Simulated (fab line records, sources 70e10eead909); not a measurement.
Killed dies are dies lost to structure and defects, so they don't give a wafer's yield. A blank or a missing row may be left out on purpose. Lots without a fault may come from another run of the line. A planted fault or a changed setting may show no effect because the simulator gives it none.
Chamber matching | flow nand_harc | NHARC_P_CONTACT_CMP_24 on cmp-01: 4 sister chambers
The step polishes, t overpolish 30 s, target thk 200 nm. 8 wafers are shown with their chamber, then 9 later ones without.

WAFERS WITH THEIR CHAMBER
wafer  | chamber | motor_current_A (A) | overpolish_run_s (s)
L083.4 | 3       | 11.0                | 29.978
L085.2 | 0       | 11.8                | 30.006
L086.1 | 2       | 11.2                | 30.003
L086.4 | 1       | 12.3                | 30.017
L086.6 | 3       | 10.8                | 29.985
L087.2 | 1       | 11.9                | 30.003
L087.4 | 2       | 10.8                | 30.009
L087.5 | 0       | 11.8                | 29.994

WAFERS WITHOUT THEIR CHAMBER
wafer  | motor_current_A (A) | overpolish_run_s (s)
L090.1 | 11.4                | 29.990
L090.3 | 11.7                | 30.004
L090.6 | 12.2                | 29.997
L092.1 | 11.4                | 29.984
L092.2 | 10.6                | 29.997
L092.5 | 11.8                | 29.988
L093.3 | 10.9                | 29.997
L093.5 | 12.2                | 29.997
L093.6 | 11.0                | 30.000

WHICH CHAMBER EACH WENT THROUGH
wafer  | from the rows above               | in truth
L090.1 | can't be placed: 0 or 3 or 2 or 1 | 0
L090.3 | can't be placed: 0 or 1           | 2
L090.6 | can't be placed: 1 or 0           | 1
L092.1 | can't be placed: 3 or 0 or 2      | 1
L092.2 | can't be placed: 2 or 3           | 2
L092.5 | can't be placed: 0 or 1           | 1
L093.3 | can't be placed: 2 or 3           | 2
L093.5 | can't be placed: 1 or 0           | 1
L093.6 | can't be placed: 2 or 3           | 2
Placed correctly: 0 of 9. Can't be placed from these rows: 9 (the true chamber is among the candidates in 7). Placed wrongly: 0.
How it was worked out, from the rows above alone: a wafer's distance from a chamber is the root of the sum, over the readings, of the square of ((its reading less the chamber's mean) divided by the reading's scatter). The wafer belongs to the nearest chamber; if the next one is less than 2 further off, it can't be placed. A chamber's mean is the mean of its shown wafers. The scatter: the root of (the sum of the squares of (reading less its chamber's mean) over the shown wafers, divided by (wafers less chambers)).
